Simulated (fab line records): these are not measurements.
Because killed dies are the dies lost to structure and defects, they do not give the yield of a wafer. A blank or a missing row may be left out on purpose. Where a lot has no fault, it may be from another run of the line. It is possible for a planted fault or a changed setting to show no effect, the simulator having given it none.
A lot that was struck, set against a sound lot || flow n5-finfet || 15 out of 1938 route steps
Sound: the wafers L851.1, L851.5, L851.6. Struck: wafer L864.6 (left out: L864.2, L864.3 of the same lot, which were not struck); the cause appears at the end.
At each step with rows: each side's tool, then ch and its chambers, then its first start. Under that, the readings that differ: sound wafers || struck wafers || difference of the means || sigmas: that difference in standard deviations of wafers without a fault.
alike: same words and numbers on both sides, and readings whose means sit less than 2 such deviations apart. not compared: any withheld reading, any reading some wafer has no value for, any bound like >300 that may hide the same value, and any number with overlapping values for which the record gives no deviation.
A row with sigmas, a row that says differs or no value, or rows on one side alone: a step with any of these is where the two part. Numbers that don't overlap but have no deviation are shown without sigmas and don't part them. Lack of a reading on every wafer of one side parts them only where that side has two or more wafers.

first, 7 steps without rows for these wafers: N5_BEOL_M0_SAQP_COAT_87 (time 60 s, resist thk 5 nm); N5_BEOL_M0_SAQP_COAT_34 (resist thk 30 nm); N5_BEOL_M0_SAQP_EBR_36; N5_BEOL_M0_SAQP_SOFTBAKE_35 (time 60 s); N5_BEOL_M0_SAQP_EXPOSE_37 (exposes mask M0 CUT1, target cd 30 nm); N5_BEOL_M0_SAQP_PEB_38 (peb time 60 s); N5_BEOL_M0_SAQP_DEVELOP_39 (develop time 30 s).
N5_BEOL_M0_SAQP_CD_MEAS_40: the cd target is 30 nm.
  sound on cd-sem-02 ch 0, day 5 18:02; struck on cd-sem-03 ch 0, day 9 02:06
  alike: cd-nm
N5_BEOL_M0_SAQP_OVL_MEAS_41:
  sound on overlay-02 ch 0, day 5 18:04; struck on overlay-01 ch 0, day 9 02:08
  alike: M0_CUT1_OVL
N5_BEOL_M0_SAQP_INSPECT_42: inspects for defects (brightfield).
  sound on defect-inspect-02 at day 5 18:07; struck on defect-inspect-02 at day 9 02:11
  alike: raw-defect-count
N5_BEOL_M0_SAQP_DESCUM_45: chemistry O2, time 7 s.
  sound on rie-diel-02 ch 0,3, day 5 18:09; struck on rie-diel-02 ch 2, day 9 02:13
{"reading": "oes-product-au (a.u.)", "sound": "0.91 0.76 0.91", "struck": 0.72, "difference": -0.14, "sigmas": -2}
{"reading": "throttle-valve-pct (%)", "sound": "20.07 20.62 20.05", "struck": 20.79, "difference": "+0.54", "sigmas": "+3"}
  alike: drypump-motor-current-A, rf-fwd-power-W, rf-vpp-V, showerhead-plenum-p-Torr
  not compared: rf-hours-counter-h
N5_BEOL_M0_SAQP_ETCH_88: etches underlayer in N2/H2, target depth 6.5 nm, time 5.2 s.
  sound on rie-diel-02 ch 0,3, day 5 18:11; struck on rie-diel-02 ch 2, day 9 02:15
{"reading": "etch-rf-on-time-s (s)", "sound": "4.82 5.32 4.85", "struck": 5.34, "difference": "+0.34", "sigmas": "+2"}
{"reading": "oes-product-au (a.u.)", "sound": "0.81 0.63 0.81", "struck": 0.60, "difference": -0.15, "sigmas": -2}
  alike: drypump-motor-current-A, rf-fwd-power-W, rf-vpp-V, showerhead-plenum-p-Torr, throttle-valve-pct
  not compared: rf-hours-counter-h
N5_BEOL_M0_SAQP_ETCH_73: etches SiARC in CF4, target depth 19.5 nm, time 32.5 s.
  sound on rie-diel-02 ch 0,3, day 5 18:13; struck on rie-diel-02 ch 2, day 9 02:16
{"reading": "etch-rf-on-time-s (s)", "sound": "31.0 33.5 30.9", "struck": 20.9, "difference": -10.9, "sigmas": -15}
{"reading": "throttle-valve-pct (%)", "sound": "14.98 15.64 14.98", "struck": 15.79, "difference": "+0.59", "sigmas": "+3"}
  alike: cf4-flow-sccm, drypump-motor-current-A, oes-product-au, rf-fwd-power-W, rf-vpp-V, showerhead-plenum-p-Torr
  not compared: rf-hours-counter-h
N5_BEOL_M0_SAQP_CUT_ETCH_46: etches SOC in N2/H2, target depth 135 nm, overetch 27 nm, time 202.5 s.
  sound on rie-diel-02 ch 0,3, day 5 18:14; struck on rie-diel-02 ch 2, day 9 02:18
  alike: drypump-motor-current-A, rf-fwd-power-W, rf-vpp-V, showerhead-plenum-p-Torr, throttle-valve-pct
  not compared: rf-hours-counter-h
-- here the record skips 2 days between the struck wafers' starts before and after, leaving off in module BEOL_M0_SAQP and picking up in module BEOL_M4 (first step shown: number 1111 of the route) --
N5_BEOL_M4_RC_MEAS_101:
  sound on prober-01 ch 0, day 7 20:32; struck on prober-02 ch 0, day 11 13:49
  alike: DIBL_N, DIBL_P, IOFF_N, IOFF_P, ION_N, ION_P, SS_N, SS_P, VT_N, VT_P

== WHERE THEY PART ==
Last at N5_BEOL_M0_SAQP_ETCH_73 as far as this record goes, first at N5_BEOL_M0_SAQP_DESCUM_45. Later steps at which nothing parts them and some readings are alike: N5_BEOL_M0_SAQP_CUT_ETCH_46, N5_BEOL_M4_RC_MEAS_101.

WHY: the cause the simulator had injected
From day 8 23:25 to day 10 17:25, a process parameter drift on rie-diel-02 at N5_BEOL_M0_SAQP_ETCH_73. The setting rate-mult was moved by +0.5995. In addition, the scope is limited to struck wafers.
